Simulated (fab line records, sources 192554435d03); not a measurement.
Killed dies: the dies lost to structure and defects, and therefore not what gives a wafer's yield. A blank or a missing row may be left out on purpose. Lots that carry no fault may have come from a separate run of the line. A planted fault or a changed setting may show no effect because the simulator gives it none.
Chamber matching | flow n5-finfet | pecvd-04 running N5_BEOL_M5_ILD_DEP_00: 3 sister chambers
The step deposits SiCOH lowk from DEMS/porogen, target thk 140.64 nm, time 25.9 s. 16 wafers are shown with their chamber, then 8 later ones without.

WAFERS PAIRED WITH THEIR CHAMBERS
wafer  | chamber | throttle-valve-pct (%) | showerhead-plenum-p-Torr (Torr) | showerhead-vpp-V (V)
L074.1 | 1       | 14.2                   | 5.735                           | 1415
L074.5 | 1       | 14.1                   | 5.743                           | 1402
L074.6 | 2       | 14.4                   | 5.742                           | 1407
L075.3 | 2       | 14.4                   | 5.739                           | 1404
L075.4 | 1       | 13.8                   | 5.747                           | 1413
L075.6 | 0       | 15.1                   | 5.705                           | 1425
L085.1 | 2       | 11.9                   | 5.730                           | 1392
L085.3 | 0       | 15.2                   | 5.712                           | 1426
L085.6 | 0       | 15.0                   | 5.727                           | 1407
L089.2 | 1       | 14.1                   | 5.746                           | 1382
L089.3 | 0       | 15.1                   | 5.725                           | 1400
L089.5 | 2       | 12.2                   | 5.721                           | 1393
L091.2 | 0       | 15.1                   | 5.712                           | 1429
L091.5 | 1       | 14.2                   | 5.745                           | 1399
L091.6 | 2       | 12.2                   | 5.742                           | 1420
L095.1 | 2       | 12.4                   | 5.718                           | 1395

SIGNATURES, as means of the wafers listed above
reading                  | chamber 0 | chamber 1 | chamber 2 | scatter within a chamber
throttle-valve-pct       | 15.100    | 14.080    | 12.917    | 0.726
showerhead-plenum-p-Torr | 5.71620   | 5.74320   | 5.73200   | 0.00885
showerhead-vpp-V         | 1417.40   | 1402.20   | 1401.83   | 12.3
Rule: for a wafer and a chamber, the distance is found by dividing, reading by reading, the gap between the wafer's reading and the chamber's mean by the reading's scatter, squaring, summing and taking the root. The wafer belongs to the nearest chamber; if the next one is less than 2 further off, it can't be placed. The scatter: the root of (the sum of the squares of (reading less its chamber's mean) over the shown wafers, divided by (wafers less chambers)).

WAFERS WHOSE CHAMBER IS MISSING
wafer  | throttle-valve-pct (%) | showerhead-plenum-p-Torr (Torr) | showerhead-vpp-V (V)
L095.4 | 12.4                   | 5.727                           | 1370
L095.6 | 15.2                   | 5.712                           | 1410
L096.2 | 12.4                   | 5.740                           | 1404
L096.3 | 15.5                   | 5.712                           | 1442
L096.4 | 14.0                   | 5.738                           | 1380
L097.1 | 13.9                   | 5.754                           | 1393
L097.3 | 15.5                   | 5.713                           | 1405
L097.6 | 15.5                   | 5.737                           | 1397

THE CHAMBER EACH PASSED THROUGH
wafer  | from the rows above          | in truth
L095.4 | can't be placed: 2 or 1      | 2
L095.6 | 0                            | 0
L096.2 | can't be placed: 2 or 1      | 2
L096.3 | 0                            | 0
L096.4 | can't be placed: 1 or 2      | 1
L097.1 | can't be placed: 1 or 2      | 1
L097.3 | 0                            | 0
L097.6 | can't be placed: 1 or 0 or 2 | 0
3 of 8 placed correctly. Unplaceable from these rows: 5, with the true chamber sitting among the candidates in 5. Placed wrongly: 0.
